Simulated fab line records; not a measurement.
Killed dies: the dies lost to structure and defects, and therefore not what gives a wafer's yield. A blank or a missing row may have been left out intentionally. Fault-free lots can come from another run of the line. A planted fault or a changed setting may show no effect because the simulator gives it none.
The tool behind it: which one? :: flow n5 finfet :: 24 lots, 72 wafers sampled, at 6 steps of a route of 1938

## WHAT THE GAUGES SHOWED, per wafer
N5_BEOL_M2_INSPECT_13: inspects for defects (brightfield). Usual: raw defect count 399, standard deviation 95.
lot: L074
measured: day 6 07:30
on: defect inspect-01
raw defect count: 290 378 303
flag: 

lot: L075
measured: day 7 01:14
on: defect inspect-02
raw defect count: 348 431 333
flag: 

lot: L076
measured: day 7 02:26
on: defect inspect-01
raw defect count: 330 438 471
flag: 

lot: L077
measured: day 7 02:37
on: defect inspect-01
raw defect count: 680 604 612
flag: 

lot: L078
measured: day 7 04:46
on: defect inspect-02
raw defect count: 410 506 359
flag: 

lot: L079
measured: day 7 11:18
on: defect inspect-02
raw defect count: 380 262 371
flag: 

lot: L081
measured: day 8 00:49
on: defect inspect-02
raw defect count: 457 454 496
flag: 

lot: L080
measured: day 8 04:58
on: defect inspect-01
raw defect count: 286 258 441
flag: 

lot: L082
measured: day 8 10:52
on: defect inspect-01
raw defect count: 407 438 353
flag: 

lot: L083
measured: day 8 19:01
on: defect inspect-02
raw defect count: 336 460 418
flag: 

lot: L084
measured: day 9 00:20
on: defect inspect-01
raw defect count: 403 462 534
flag: 

lot: L085
measured: day 9 06:53
on: defect inspect-02
raw defect count: 395 282 310
flag: 

lot: L086
measured: day 9 14:13
on: defect inspect-02
raw defect count: 694 291 358
flag: 

lot: L087
measured: day 10 03:19
on: defect inspect-01
raw defect count: 495 567 333
flag: 

lot: L088
measured: day 10 07:40
on: defect inspect-01
raw defect count: 400 286 482
flag: 

lot: L089
measured: day 10 10:09
on: defect inspect-01
raw defect count: 407 347 320
flag: 

lot: L090
measured: day 10 14:42
on: defect inspect-01
raw defect count: 301 382 336
flag: 

lot: L091
measured: day 10 22:40
on: defect inspect-02
raw defect count: 416 411 233
flag: 

lot: L092
measured: day 11 00:19
on: defect inspect-02
raw defect count: 385 506 510
flag: 

lot: L093
measured: day 11 04:11
on: defect inspect-01
raw defect count: 365 469 408
flag: 

lot: L094
measured: day 11 11:11
on: defect inspect-01
raw defect count: 274 439 355
flag: 

lot: L095
measured: day 11 14:09
on: defect inspect-01
raw defect count: 249 475 460
flag: 

lot: L096
measured: day 12 02:49
on: defect inspect-02
raw defect count: 357 337 395
flag: 

lot: L097
measured: day 12 03:44
on: defect inspect-01
raw defect count: 404 405 437
flag: 

N5_BEOL_M3_INSPECT_13: inspects for defects (brightfield). Usual: raw defect count 403, standard deviation 81.
lot: L074
measured: day 6 23:28
on: defect inspect-02
raw defect count: 480 453 446
flag: 

lot: L075
measured: day 7 12:09
on: defect inspect-02
raw defect count: 398 472 443
flag: 

lot: L076
measured: day 7 12:43
on: defect inspect-01
raw defect count: 315 286 483
flag: 

lot: L077
measured: day 7 12:46
on: defect inspect-02
raw defect count: 332 407 306
flag: 

lot: L078
measured: day 7 13:55
on: defect inspect-01
raw defect count: 354 470 405
flag: 

lot: L079
measured: day 7 23:25
on: defect inspect-01
raw defect count: 400 374 471
flag: 

lot: L081
measured: day 8 10:58
on: defect inspect-01
raw defect count: 327 396 363
flag: 

lot: L080
measured: day 8 13:44
on: defect inspect-02
raw defect count: 488 405 425
flag: 

lot: L082
measured: day 8 21:44
on: defect inspect-02
raw defect count: 351 492 474
flag: 

lot: L083
measured: day 9 11:10
on: defect inspect-02
raw defect count: 469 380 496
flag: 

lot: L084
measured: day 9 12:04
on: defect inspect-02
raw defect count: 506 504 348
flag: 

lot: L085
measured: day 9 14:01
on: defect inspect-02
raw defect count: 483 493 517
flag: 

lot: L086
measured: day 10 01:40
on: defect inspect-02
raw defect count: 504 526 397
flag: 

lot: L087
measured: day 10 14:22
on: defect inspect-02
raw defect count: 363 325 451
flag: 

lot: L088
measured: day 10 17:04
on: defect inspect-02
raw defect count: 336 408 417
flag: 

lot: L089
measured: day 10 19:05
on: defect inspect-02
raw defect count: 568 479 351
flag: 

lot: L090
measured: day 11 00:10
on: defect inspect-02
raw defect count: 421 432 355
flag: 

lot: L091
measured: day 11 08:34
on: defect inspect-02
raw defect count: 353 369 410
flag: 

lot: L092
measured: day 11 10:26
on: defect inspect-01
raw defect count: 446 410 502
flag: 

lot: L093
measured: day 11 13:13
on: defect inspect-02
raw defect count: 303 307 428
flag: 

lot: L094
measured: day 11 23:32
on: defect inspect-01
raw defect count: 259 310 313
flag: 

lot: L095
measured: day 12 01:16
on: defect inspect-01
raw defect count: 352 308 347
flag: 

lot: L096
measured: day 12 10:48
on: defect inspect-01
raw defect count: 253 293 359
flag: 

lot: L097
measured: day 12 14:28
on: defect inspect-02
raw defect count: 568 418 529
flag: 

## TOOL THAT RAN EACH LOT (tool first, then ch and the chambers of the sampled wafers, then the start)
lot: L074
N5_BEOL_M1_TRENCH_ETCH_37: rie diel-04 ch 0,2,3, day 6 04:39 or earlier
N5_BEOL_M1_SPUTTER_90: pvd sputter-03, day 6 04:39
N5_BEOL_M2_DESCUM_33: rie diel-01 ch 0,1,2, day 6 08:38
N5_BEOL_M2_ANNEAL_49: pvd sputter-02, day 6 20:01

lot: L075
N5_BEOL_M1_TRENCH_ETCH_37: rie diel-02 ch 0,2,3, day 6 21:11 or earlier
N5_BEOL_M1_SPUTTER_90: pvd sputter-01, day 6 21:11
N5_BEOL_M2_DESCUM_33: rie diel-06 ch 1,2, day 7 02:44
N5_BEOL_M2_ANNEAL_49: pvd sputter-02, day 7 08:30

lot: L076
N5_BEOL_M1_TRENCH_ETCH_37: rie diel-04 ch 0,1,2, day 6 23:56 or earlier
N5_BEOL_M1_SPUTTER_90: pvd sputter-03, day 6 23:56
N5_BEOL_M2_DESCUM_33: rie diel-03 ch 0,1, day 7 03:40
N5_BEOL_M2_ANNEAL_49: pvd sputter-03, day 7 08:43

lot: L077
N5_BEOL_M1_TRENCH_ETCH_37: rie diel-05 ch 2,3, day 7 00:11 or earlier
N5_BEOL_M1_SPUTTER_90: pvd sputter-01, day 7 00:11
N5_BEOL_M2_DESCUM_33: rie diel-03 ch 0,3, day 7 03:52
N5_BEOL_M2_ANNEAL_49: pvd sputter-01, day 7 08:50

lot: L078
N5_BEOL_M1_TRENCH_ETCH_37: rie diel-02 ch 0,1,2, day 7 00:23 or earlier
N5_BEOL_M1_SPUTTER_90: pvd sputter-02, day 7 00:23
N5_BEOL_M2_DESCUM_33: rie diel-01 ch 0,2,3, day 7 06:02
N5_BEOL_M2_ANNEAL_49: pvd sputter-02, day 7 10:25

lot: L079
N5_BEOL_M1_TRENCH_ETCH_37: rie diel-04 ch 1,2,3, day 7 06:55 or earlier
N5_BEOL_M1_SPUTTER_90: pvd sputter-03, day 7 06:55
N5_BEOL_M2_DESCUM_33: rie diel-01 ch 0,2,3, day 7 12:29
N5_BEOL_M2_ANNEAL_49: pvd sputter-02, day 7 18:08

lot: L081
N5_BEOL_M1_TRENCH_ETCH_37: rie diel-02 ch 0,1,2, day 7 22:12 or earlier
N5_BEOL_M1_SPUTTER_90: pvd sputter-02, day 7 22:12
N5_BEOL_M2_DESCUM_33: rie diel-03 ch 0,1,3, day 8 01:52
N5_BEOL_M2_ANNEAL_49: pvd sputter-01, day 8 06:53

lot: L080
N5_BEOL_M1_TRENCH_ETCH_37: rie diel-04 ch 1,2,3, day 8 01:48 or earlier
N5_BEOL_M1_SPUTTER_90: pvd sputter-02, day 8 01:48
N5_BEOL_M2_DESCUM_33: rie diel-01 ch 1,2,3, day 8 05:59
N5_BEOL_M2_ANNEAL_49: pvd sputter-02, day 8 09:01

lot: L082
N5_BEOL_M1_TRENCH_ETCH_37: rie diel-04 ch 0,1,3, day 8 07:20 or earlier
N5_BEOL_M1_SPUTTER_90: pvd sputter-02, day 8 07:20
N5_BEOL_M2_DESCUM_33: rie diel-01 ch 2,3, day 8 11:46
N5_BEOL_M2_ANNEAL_49: pvd sputter-01, day 8 16:35

lot: L083
N5_BEOL_M1_TRENCH_ETCH_37: rie diel-02 ch 0,1,2, day 8 15:50 or earlier
N5_BEOL_M1_SPUTTER_90: pvd sputter-03, day 8 15:50
N5_BEOL_M2_DESCUM_33: rie diel-03 ch 1,2,3, day 8 20:05
N5_BEOL_M2_ANNEAL_49: pvd sputter-02, day 9 07:07

lot: L084
N5_BEOL_M1_TRENCH_ETCH_37: rie diel-04 ch 1,3, day 8 20:23 or earlier
N5_BEOL_M1_SPUTTER_90: pvd sputter-01, day 8 20:23
N5_BEOL_M2_DESCUM_33: rie diel-01 ch 0,3, day 9 01:30
N5_BEOL_M2_ANNEAL_49: pvd sputter-03, day 9 07:25

lot: L085
N5_BEOL_M1_TRENCH_ETCH_37: rie diel-05 ch 1,2, day 9 04:10 or earlier
N5_BEOL_M1_SPUTTER_90: pvd sputter-02, day 9 04:10
N5_BEOL_M2_DESCUM_33: rie diel-01 ch 0,2,3, day 9 08:32
N5_BEOL_M2_ANNEAL_49: pvd sputter-03, day 9 10:10

lot: L086
N5_BEOL_M1_TRENCH_ETCH_37: rie diel-02 ch 0,1, day 9 11:29 or earlier
N5_BEOL_M1_SPUTTER_90: pvd sputter-01, day 9 11:29
N5_BEOL_M2_DESCUM_33: rie diel-01 ch 0,1,2, day 9 15:07
N5_BEOL_M2_ANNEAL_49: pvd sputter-03, day 9 21:28

lot: L087
N5_BEOL_M1_TRENCH_ETCH_37: rie diel-05 ch 0,1,2, day 10 00:20 or earlier
N5_BEOL_M1_SPUTTER_90: pvd sputter-03, day 10 00:20
N5_BEOL_M2_DESCUM_33: rie diel-06 ch 0,1, day 10 04:55
N5_BEOL_M2_ANNEAL_49: pvd sputter-02, day 10 08:58

lot: L088
N5_BEOL_M1_TRENCH_ETCH_37: rie diel-02 ch 1,2,3, day 10 03:22 or earlier
N5_BEOL_M1_SPUTTER_90: pvd sputter-03, day 10 03:22
N5_BEOL_M2_DESCUM_33: rie diel-03 ch 0,2, day 10 09:20
N5_BEOL_M2_ANNEAL_49: pvd sputter-03, day 10 11:36

lot: L089
N5_BEOL_M1_TRENCH_ETCH_37: rie diel-02 ch 0,1,3, day 10 07:31 or earlier
N5_BEOL_M1_SPUTTER_90: pvd sputter-01, day 10 07:31
N5_BEOL_M2_DESCUM_33: rie diel-03 ch 0,2,3, day 10 11:11
N5_BEOL_M2_ANNEAL_49: pvd sputter-02, day 10 14:41

lot: L090
N5_BEOL_M1_TRENCH_ETCH_37: rie diel-02 ch 0,2,3, day 10 11:02 or earlier
N5_BEOL_M1_SPUTTER_90: pvd sputter-01, day 10 11:02
N5_BEOL_M2_DESCUM_33: rie diel-06 ch 0,1,2, day 10 15:52
N5_BEOL_M2_ANNEAL_49: pvd sputter-01, day 10 19:40

lot: L091
N5_BEOL_M1_TRENCH_ETCH_37: rie diel-02 ch 0,3, day 10 18:19 or earlier
N5_BEOL_M1_SPUTTER_90: pvd sputter-01, day 10 18:19
N5_BEOL_M2_DESCUM_33: rie diel-01 ch 0,2,3, day 10 23:42
N5_BEOL_M2_ANNEAL_49: pvd sputter-01, day 11 04:45

lot: L092
N5_BEOL_M1_TRENCH_ETCH_37: rie diel-04 ch 0,3, day 10 20:42 or earlier
N5_BEOL_M1_SPUTTER_90: pvd sputter-03, day 10 20:42
N5_BEOL_M2_DESCUM_33: rie diel-06 ch 0,3, day 11 01:23
N5_BEOL_M2_ANNEAL_49: pvd sputter-03, day 11 05:46

lot: L093
N5_BEOL_M1_TRENCH_ETCH_37: rie diel-04 ch 0,3, day 11 01:37 or earlier
N5_BEOL_M1_SPUTTER_90: pvd sputter-02, day 11 01:37
N5_BEOL_M2_DESCUM_33: rie diel-03 ch 1,2,3, day 11 05:05
N5_BEOL_M2_ANNEAL_49: pvd sputter-01, day 11 08:14

lot: L094
N5_BEOL_M1_TRENCH_ETCH_37: rie diel-02 ch 0,2,3, day 11 08:42 or earlier
N5_BEOL_M1_SPUTTER_90: pvd sputter-02, day 11 08:42
N5_BEOL_M2_DESCUM_33: rie diel-01 ch 1,2,3, day 11 14:17
N5_BEOL_M2_ANNEAL_49: pvd sputter-03, day 11 17:36

lot: L095
N5_BEOL_M1_TRENCH_ETCH_37: rie diel-02 ch 0,2,3, day 11 11:41 or earlier
N5_BEOL_M1_SPUTTER_90: pvd sputter-02, day 11 11:41
N5_BEOL_M2_DESCUM_33: rie diel-03 ch 1,2, day 11 15:35
N5_BEOL_M2_ANNEAL_49: pvd sputter-02, day 11 20:37

lot: L096
N5_BEOL_M1_TRENCH_ETCH_37: rie diel-02 ch 1,3, day 11 23:50 or earlier
N5_BEOL_M1_SPUTTER_90: pvd sputter-02, day 11 23:50
N5_BEOL_M2_DESCUM_33: rie diel-01 ch 0,3, day 12 03:43
N5_BEOL_M2_ANNEAL_49: pvd sputter-03, day 12 06:59

lot: L097
N5_BEOL_M1_TRENCH_ETCH_37: rie diel-05 ch 0,2, day 12 01:19 or earlier
N5_BEOL_M1_SPUTTER_90: pvd sputter-01, day 12 01:19
N5_BEOL_M2_DESCUM_33: rie diel-06 ch 0,3, day 12 04:48
N5_BEOL_M2_ANNEAL_49: pvd sputter-03, day 12 10:32
- N5_BEOL_M1_TRENCH_ETCH_37: etches SiOC in C4F6/O2, target depth 55.207 nm, time 29 s.
- N5_BEOL_M1_SPUTTER_90: material Cu, target thk 4.5 nm, time 8.29 s.
- N5_BEOL_M2_DESCUM_33: chemistry O2, time 7 s.
- N5_BEOL_M2_ANNEAL_49: time 240 s.

## WHAT THE TOOLS THEMSELVES READ (means of the sampled wafers that have a number; where no wafer has one, the mark that the record gives instead)
N5_BEOL_M1_TRENCH_ETCH_37. Usual: drypump motor current A 5.8 A, standard deviation 0.39; mfc ar sccm 300.1 sccm, standard deviation 0.88; oes product au 0.75 a.u., standard deviation 0.065; rf vpp V 667 V, standard deviation 8.1; showerhead plenum p Torr 2.84 Torr, standard deviation 0.069; throttle valve pct 20.94 %, standard deviation 0.2.
lot: L074
tool: rie diel-04
drypump motor current A (A): 5.5
mfc ar sccm (sccm): 299.7
oes product au (a.u.): 0.73
rf vpp V (V): 669
showerhead plenum p Torr (Torr): 2.81
throttle valve pct (%): 20.94
flag: 

lot: L075
tool: rie diel-02
drypump motor current A (A): 6.0
mfc ar sccm (sccm): 299.8
oes product au (a.u.): 0.73
rf vpp V (V): 667
showerhead plenum p Torr (Torr): 2.87
throttle valve pct (%): 20.87
flag: 

lot: L076
tool: rie diel-04
drypump motor current A (A): 5.6
mfc ar sccm (sccm): 300.3
oes product au (a.u.): 0.79
rf vpp V (V): 671
showerhead plenum p Torr (Torr): 2.84
throttle valve pct (%): 21.02
flag: 

lot: L077
tool: rie diel-05
drypump motor current A (A): 5.8
mfc ar sccm (sccm): 300.6
oes product au (a.u.): 0.77
rf vpp V (V): 657
showerhead plenum p Torr (Torr): 2.83
throttle valve pct (%): 20.77
flag: 

lot: L078
tool: rie diel-02
drypump motor current A (A): 6.0
mfc ar sccm (sccm): 300.0
oes product au (a.u.): 0.75
rf vpp V (V): 669
showerhead plenum p Torr (Torr): 2.84
throttle valve pct (%): 21.03
flag: 

lot: L079
tool: rie diel-04
drypump motor current A (A): 5.6
mfc ar sccm (sccm): 300.8
oes product au (a.u.): 0.78
rf vpp V (V): 671
showerhead plenum p Torr (Torr): 2.86
throttle valve pct (%): 20.94
flag: 

lot: L081
tool: rie diel-02
drypump motor current A (A): 6.0
mfc ar sccm (sccm): 300.9
oes product au (a.u.): 0.74
rf vpp V (V): 670
showerhead plenum p Torr (Torr): 2.84
throttle valve pct (%): 21.04
flag: 

lot: L080
tool: rie diel-04
drypump motor current A (A): 5.6
mfc ar sccm (sccm): 300.3
oes product au (a.u.): 0.77
rf vpp V (V): 672
showerhead plenum p Torr (Torr): 2.86
throttle valve pct (%): 20.93
flag: 

lot: L082
tool: rie diel-04
drypump motor current A (A): 5.2
mfc ar sccm (sccm): 300.3
oes product au (a.u.): 0.77
rf vpp V (V): 675
showerhead plenum p Torr (Torr): 2.82
throttle valve pct (%): 20.87
flag: 

lot: L083
tool: rie diel-02
drypump motor current A (A): 6.1
mfc ar sccm (sccm): 299.6
oes product au (a.u.): 0.74
rf vpp V (V): 669
showerhead plenum p Torr (Torr): 2.84
throttle valve pct (%): 21.05
flag: 

lot: L084
tool: rie diel-04
drypump motor current A (A): 5.3
mfc ar sccm (sccm): 299.8
oes product au (a.u.): 0.75
rf vpp V (V): 674
showerhead plenum p Torr (Torr): 2.85
throttle valve pct (%): 20.78
flag: 

lot: L085
tool: rie diel-05
drypump motor current A (A): 6.0
mfc ar sccm (sccm): 301.0
oes product au (a.u.): 0.68
rf vpp V (V): 647
showerhead plenum p Torr (Torr): 2.93
throttle valve pct (%): 20.80
flag: 

lot: L086
tool: rie diel-02
drypump motor current A (A): 5.9
mfc ar sccm (sccm): 299.2
oes product au (a.u.): 0.75
rf vpp V (V): 670
showerhead plenum p Torr (Torr): 2.77
throttle valve pct (%): 21.15
flag: 

lot: L087
tool: rie diel-05
drypump motor current A (A): 5.9
mfc ar sccm (sccm): 299.5
oes product au (a.u.): 0.74
rf vpp V (V): 655
showerhead plenum p Torr (Torr): 2.91
throttle valve pct (%): 20.84
flag: 

lot: L088
tool: rie diel-02
drypump motor current A (A): 6.0
mfc ar sccm (sccm): 300.3
oes product au (a.u.): 0.72
rf vpp V (V): 664
showerhead plenum p Torr (Torr): 2.83
throttle valve pct (%): 20.97
flag: 

lot: L089
tool: rie diel-02
drypump motor current A (A): 5.9
mfc ar sccm (sccm): 299.5
oes product au (a.u.): 0.73
rf vpp V (V): 667
showerhead plenum p Torr (Torr): 2.79
throttle valve pct (%): 21.01
flag: 

lot: L090
tool: rie diel-02
drypump motor current A (A): 6.0
mfc ar sccm (sccm): 300.4
oes product au (a.u.): 0.71
rf vpp V (V): 667
showerhead plenum p Torr (Torr): 2.85
throttle valve pct (%): 20.92
flag: 

lot: L091
tool: rie diel-02
drypump motor current A (A): 5.8
mfc ar sccm (sccm): 300.2
oes product au (a.u.): 0.71
rf vpp V (V): 664
showerhead plenum p Torr (Torr): 2.82
throttle valve pct (%): 20.86
flag: 

lot: L092
tool: rie diel-04
drypump motor current A (A): 5.2
mfc ar sccm (sccm): 299.3
oes product au (a.u.): 0.79
rf vpp V (V): 672
showerhead plenum p Torr (Torr): 2.75
throttle valve pct (%): 20.80
flag: 

lot: L093
tool: rie diel-04
drypump motor current A (A): 5.3
mfc ar sccm (sccm): 299.2
oes product au (a.u.): 0.88
rf vpp V (V): 673
showerhead plenum p Torr (Torr): 2.79
throttle valve pct (%): 20.56
flag: 

lot: L094
tool: rie diel-02
drypump motor current A (A): 5.9
mfc ar sccm (sccm): 299.9
oes product au (a.u.): 0.71
rf vpp V (V): 667
showerhead plenum p Torr (Torr): 2.85
throttle valve pct (%): 20.93
flag: 

lot: L095
tool: rie diel-02
drypump motor current A (A): 6.0
mfc ar sccm (sccm): 300.0
oes product au (a.u.): 0.71
rf vpp V (V): 667
showerhead plenum p Torr (Torr): 2.85
throttle valve pct (%): 20.93
flag: 

lot: L096
tool: rie diel-02
drypump motor current A (A): 5.9
mfc ar sccm (sccm): 299.7
oes product au (a.u.): 0.72
rf vpp V (V): 661
showerhead plenum p Torr (Torr): 2.79
throttle valve pct (%): 20.93
flag: 

lot: L097
tool: rie diel-05
drypump motor current A (A): 5.8
mfc ar sccm (sccm): 300.3
oes product au (a.u.): 0.77
rf vpp V (V): 661
showerhead plenum p Torr (Torr): 2.88
throttle valve pct (%): 20.88
flag: 

N5_BEOL_M1_SPUTTER_90. Usual: chuck sensor temp C -15.7 C, standard deviation 0.51; throttle valve pct 30.5 %, standard deviation 0.84.
lot: L074
tool: pvd sputter-03
chuck sensor temp C (C): -15.5
throttle valve pct (%): 30.8
flag: 

lot: L075
tool: pvd sputter-01
chuck sensor temp C (C): -16.0
throttle valve pct (%): 30.6
flag: 

lot: L076
tool: pvd sputter-03
chuck sensor temp C (C): -15.3
throttle valve pct (%): 29.6
flag: 

lot: L077
tool: pvd sputter-01
chuck sensor temp C (C): -16.1
throttle valve pct (%): 30.8
flag: 

lot: L078
tool: pvd sputter-02
chuck sensor temp C (C): -15.3
throttle valve pct (%): 30.8
flag: 

lot: L079
tool: pvd sputter-03
chuck sensor temp C (C): -15.8
throttle valve pct (%): 29.8
flag: 

lot: L081
tool: pvd sputter-02
chuck sensor temp C (C): -15.3
throttle valve pct (%): 30.9
flag: 

lot: L080
tool: pvd sputter-02
chuck sensor temp C (C): -15.4
throttle valve pct (%): 30.3
flag: 

lot: L082
tool: pvd sputter-02
chuck sensor temp C (C): -15.3
throttle valve pct (%): 30.4
flag: 

lot: L083
tool: pvd sputter-03
chuck sensor temp C (C): -15.8
throttle valve pct (%): 29.6
flag: 

lot: L084
tool: pvd sputter-01
chuck sensor temp C (C): -16.3
throttle valve pct (%): 30.7
flag: 

lot: L085
tool: pvd sputter-02
chuck sensor temp C (C): -15.4
throttle valve pct (%): 30.1
flag: 

lot: L086
tool: pvd sputter-01
chuck sensor temp C (C): -16.3
throttle valve pct (%): 30.8
flag: 

lot: L087
tool: pvd sputter-03
chuck sensor temp C (C): -15.4
throttle valve pct (%): 29.5
flag: 

lot: L088
tool: pvd sputter-03
chuck sensor temp C (C): -15.8
throttle valve pct (%): 29.6
flag: 

lot: L089
tool: pvd sputter-01
chuck sensor temp C (C): -16.1
throttle valve pct (%): 30.5
flag: 

lot: L090
tool: pvd sputter-01
chuck sensor temp C (C): -16.1
throttle valve pct (%): 31.3
flag: 

lot: L091
tool: pvd sputter-01
chuck sensor temp C (C): -16.1
throttle valve pct (%): 31.2
flag: 

lot: L092
tool: pvd sputter-03
chuck sensor temp C (C): -15.5
throttle valve pct (%): 30.2
flag: 

lot: L093
tool: pvd sputter-02
chuck sensor temp C (C): -15.3
throttle valve pct (%): 30.0
flag: 

lot: L094
tool: pvd sputter-02
chuck sensor temp C (C): -15.3
throttle valve pct (%): 30.3
flag: 

lot: L095
tool: pvd sputter-02
chuck sensor temp C (C): -15.4
throttle valve pct (%): 31.2
flag: 

lot: L096
tool: pvd sputter-02
chuck sensor temp C (C): -15.4
throttle valve pct (%): 30.3
flag: 

lot: L097
tool: pvd sputter-01
chuck sensor temp C (C): -16.1
throttle valve pct (%): 31.7
flag: 

N5_BEOL_M2_DESCUM_33. Usual: drypump motor current A 5.6 A, standard deviation 0.52; oes product au 0.79 a.u., standard deviation 0.08; rf vpp V 243.2 V, standard deviation 1.5; showerhead plenum p Torr 2.11 Torr, standard deviation 0.079; throttle valve pct 20.49 %, standard deviation 0.22.
lot: L074
tool: rie diel-01
drypump motor current A (A): 5.5
oes product au (a.u.): 0.74
rf vpp V (V): 243.3
showerhead plenum p Torr (Torr): 2.11
throttle valve pct (%): 20.63
flag: 

lot: L075
tool: rie diel-06
drypump motor current A (A): 5.3
oes product au (a.u.): 0.81
rf vpp V (V): 243.6
showerhead plenum p Torr (Torr): 2.11
throttle valve pct (%): 20.56
flag: 

lot: L076
tool: rie diel-03
drypump motor current A (A): 5.8
oes product au (a.u.): 0.74
rf vpp V (V): 244.1
showerhead plenum p Torr (Torr): 2.12
throttle valve pct (%): 20.50
flag: 

lot: L077
tool: rie diel-03
drypump motor current A (A): 6.1
oes product au (a.u.): 0.80
rf vpp V (V): 244.1
showerhead plenum p Torr (Torr): 2.16
throttle valve pct (%): 20.62
flag: 

lot: L078
tool: rie diel-01
drypump motor current A (A): 5.7
oes product au (a.u.): 0.79
rf vpp V (V): 244.0
showerhead plenum p Torr (Torr): 2.17
throttle valve pct (%): 20.50
flag: 

lot: L079
tool: rie diel-01
drypump motor current A (A): 5.7
oes product au (a.u.): 0.80
rf vpp V (V): 243.9
showerhead plenum p Torr (Torr): 2.17
throttle valve pct (%): 20.50
flag: 

lot: L081
tool: rie diel-03
drypump motor current A (A): 5.7
oes product au (a.u.): 0.82
rf vpp V (V): 243.2
showerhead plenum p Torr (Torr): 2.12
throttle valve pct (%): 20.43
flag: 

lot: L080
tool: rie diel-01
drypump motor current A (A): 5.8
oes product au (a.u.): 0.87
rf vpp V (V): 244.6
showerhead plenum p Torr (Torr): 2.16
throttle valve pct (%): 20.37
flag: 

lot: L082
tool: rie diel-01
drypump motor current A (A): 5.6
oes product au (a.u.): 0.80
rf vpp V (V): 244.3
showerhead plenum p Torr (Torr): 2.20
throttle valve pct (%): 20.53
flag: 

lot: L083
tool: rie diel-03
drypump motor current A (A): 5.5
oes product au (a.u.): 0.82
rf vpp V (V): 241.4
showerhead plenum p Torr (Torr): 2.06
throttle valve pct (%): 20.40
flag: 

lot: L084
tool: rie diel-01
drypump motor current A (A): 6.2
oes product au (a.u.): 0.80
rf vpp V (V): 244.3
showerhead plenum p Torr (Torr): 2.17
throttle valve pct (%): 20.35
flag: 

lot: L085
tool: rie diel-01
drypump motor current A (A): 5.7
oes product au (a.u.): 0.78
rf vpp V (V): 243.9
showerhead plenum p Torr (Torr): 2.16
throttle valve pct (%): 20.52
flag: 

lot: L086
tool: rie diel-01
drypump motor current A (A): 5.5
oes product au (a.u.): 0.80
rf vpp V (V): 242.9
showerhead plenum p Torr (Torr): 2.10
throttle valve pct (%): 20.54
flag: 

lot: L087
tool: rie diel-06
drypump motor current A (A): 5.3
oes product au (a.u.): 0.77
rf vpp V (V): 243.9
showerhead plenum p Torr (Torr): 2.14
throttle valve pct (%): 20.60
flag: 

lot: L088
tool: rie diel-03
drypump motor current A (A): 5.9
oes product au (a.u.): 0.70
rf vpp V (V): 242.2
showerhead plenum p Torr (Torr): 2.04
throttle valve pct (%): 20.66
flag: 

lot: L089
tool: rie diel-03
drypump motor current A (A): 6.0
oes product au (a.u.): 0.77
rf vpp V (V): 243.0
showerhead plenum p Torr (Torr): 2.09
throttle valve pct (%): 20.61
flag: 

lot: L090
tool: rie diel-06
drypump motor current A (A): 5.2
oes product au (a.u.): 0.75
rf vpp V (V): 243.2
showerhead plenum p Torr (Torr): 2.10
throttle valve pct (%): 20.62
flag: 

lot: L091
tool: rie diel-01
drypump motor current A (A): 5.7
oes product au (a.u.): 0.76
rf vpp V (V): 243.9
showerhead plenum p Torr (Torr): 2.16
throttle valve pct (%): 20.54
flag: 

lot: L092
tool: rie diel-06
drypump motor current A (A): 4.9
oes product au (a.u.): 0.76
rf vpp V (V): 242.9
showerhead plenum p Torr (Torr): 2.07
throttle valve pct (%): 20.36
flag: 

lot: L093
tool: rie diel-03
drypump motor current A (A): 5.5
oes product au (a.u.): 0.79
rf vpp V (V): 242.0
showerhead plenum p Torr (Torr): 2.05
throttle valve pct (%): 20.43
flag: 

lot: L094
tool: rie diel-01
drypump motor current A (A): 5.8
oes product au (a.u.): 0.82
rf vpp V (V): 243.8
showerhead plenum p Torr (Torr): 2.15
throttle valve pct (%): 20.41
flag: 

lot: L095
tool: rie diel-03
drypump motor current A (A): 5.5
oes product au (a.u.): 0.72
rf vpp V (V): 242.0
showerhead plenum p Torr (Torr): 1.99
throttle valve pct (%): 20.48
flag: 

lot: L096
tool: rie diel-01
drypump motor current A (A): 5.9
oes product au (a.u.): 0.74
rf vpp V (V): 243.3
showerhead plenum p Torr (Torr): 2.11
throttle valve pct (%): 20.54
flag: 

lot: L097
tool: rie diel-06
drypump motor current A (A): 4.9
oes product au (a.u.): 0.76
rf vpp V (V): 243.1
showerhead plenum p Torr (Torr): 2.07
throttle valve pct (%): 20.37
flag: 

N5_BEOL_M2_ANNEAL_49. Usual: heater power w 878 W, standard deviation 110.
lot: L074
tool: pvd sputter-02
heater power w (W): 877
flag: 

lot: L075
tool: pvd sputter-02
heater power w (W): 890
flag: 

lot: L076
tool: pvd sputter-03
heater power w (W): 856
flag: 

lot: L077
tool: pvd sputter-01
heater power w (W): 1011
flag: 

lot: L078
tool: pvd sputter-02
heater power w (W): 949
flag: 

lot: L079
tool: pvd sputter-02
heater power w (W): 943
flag: 

lot: L081
tool: pvd sputter-01
heater power w (W): 709
flag: 

lot: L080
tool: pvd sputter-02
heater power w (W): 955
flag: 

lot: L082
tool: pvd sputter-01
heater power w (W): 818
flag: 

lot: L083
tool: pvd sputter-02
heater power w (W): 950
flag: 

lot: L084
tool: pvd sputter-03
heater power w (W): 887
flag: 

lot: L085
tool: pvd sputter-03
heater power w (W): 884
flag: 

lot: L086
tool: pvd sputter-03
heater power w (W): 852
flag: 

lot: L087
tool: pvd sputter-02
heater power w (W): 880
flag: 

lot: L088
tool: pvd sputter-03
heater power w (W): 858
flag: 

lot: L089
tool: pvd sputter-02
heater power w (W): 965
flag: 

lot: L090
tool: pvd sputter-01
heater power w (W): 857
flag: 

lot: L091
tool: pvd sputter-01
heater power w (W): 855
flag: 

lot: L092
tool: pvd sputter-03
heater power w (W): 790
flag: 

lot: L093
tool: pvd sputter-01
heater power w (W): 764
flag: 

lot: L094
tool: pvd sputter-03
heater power w (W): 881
flag: 

lot: L095
tool: pvd sputter-02
heater power w (W): 879
flag: 

lot: L096
tool: pvd sputter-03
heater power w (W): 877
flag: 

lot: L097
tool: pvd sputter-03
heater power w (W): 817
flag: 

## THE ANSWER, worked out from the rows above alone
Rule: lot off if the mean of its wafers having a number is beyond 3 standard deviations from the usual mean. Also off: a lot with no number at a reading for which 4 or more lots have one. Any other lot the step has rows for is counted as sound. After the gauges, taken in route order, come the tools' own readings; for these a lot's mean is taken, as printed above. The first step at which some lot is off is used, and at that step the reading that is off furthest; a lot without a number counts as furthest.
No lot is off at any reading shown: from this, nothing can be told.

## WHAT WAS PUT IN BY THE SIMULATOR
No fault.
